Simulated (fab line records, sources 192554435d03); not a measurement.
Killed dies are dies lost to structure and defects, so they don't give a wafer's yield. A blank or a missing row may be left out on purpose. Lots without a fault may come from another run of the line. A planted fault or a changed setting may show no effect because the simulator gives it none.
Chamber matching | flow n5_finfet | N5_BEOL_M6_VIA_ETCH_34 on rie_diel-05: 4 sister chambers
The step etches SiCOH lowk in C4F6/O2, target depth 126.3 nm, time 50.9 s. 4 wafers are shown with their chamber, then 10 later ones without.

WAFERS WITH THEIR CHAMBER
wafer  | chamber | showerhead_plenum_p_Torr (Torr)
L085.4 | 2       | 2.92
L089.3 | 0       | 2.90
L088.2 | 3       | 2.79
L088.3 | 1       | 2.77

WAFERS WITHOUT THEIR CHAMBER
wafer  | showerhead_plenum_p_Torr (Torr)
L088.6 | 2.79
L092.1 | 2.91
L092.2 | 2.77
L092.4 | 2.89
L094.1 | 2.89
L094.3 | 2.91
L094.4 | 2.77
L096.2 | 2.89
L096.5 | 2.79
L096.6 | 2.89

WHICH CHAMBER EACH WENT THROUGH
wafer  | from the rows above     | in truth
L088.6 | 3                       | 3
L092.1 | can't be placed: 2 or 0 | 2
L092.2 | 1                       | 1
L092.4 | 0                       | 0
L094.1 | 0                       | 0
L094.3 | can't be placed: 2 or 0 | 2
L094.4 | 1                       | 1
L096.2 | 0                       | 0
L096.5 | 3                       | 3
L096.6 | 0                       | 0
Placed correctly: 8 of 10. Can't be placed from these rows: 2 (the true chamber is among the candidates in 2). Placed wrongly: 0.
How it was worked out, from the rows above alone: a wafer's distance from a chamber is the root of the sum, over the readings, of the square of ((its reading less the chamber's mean) divided by the reading's scatter). The wafer belongs to the nearest chamber; if the next one is less than 2 further off, it can't be placed. A chamber's mean is the mean of its shown wafers. The scatter: with one shown wafer a chamber, the root of the mean of the squares of how far each hidden wafer lies from its nearest shown one.
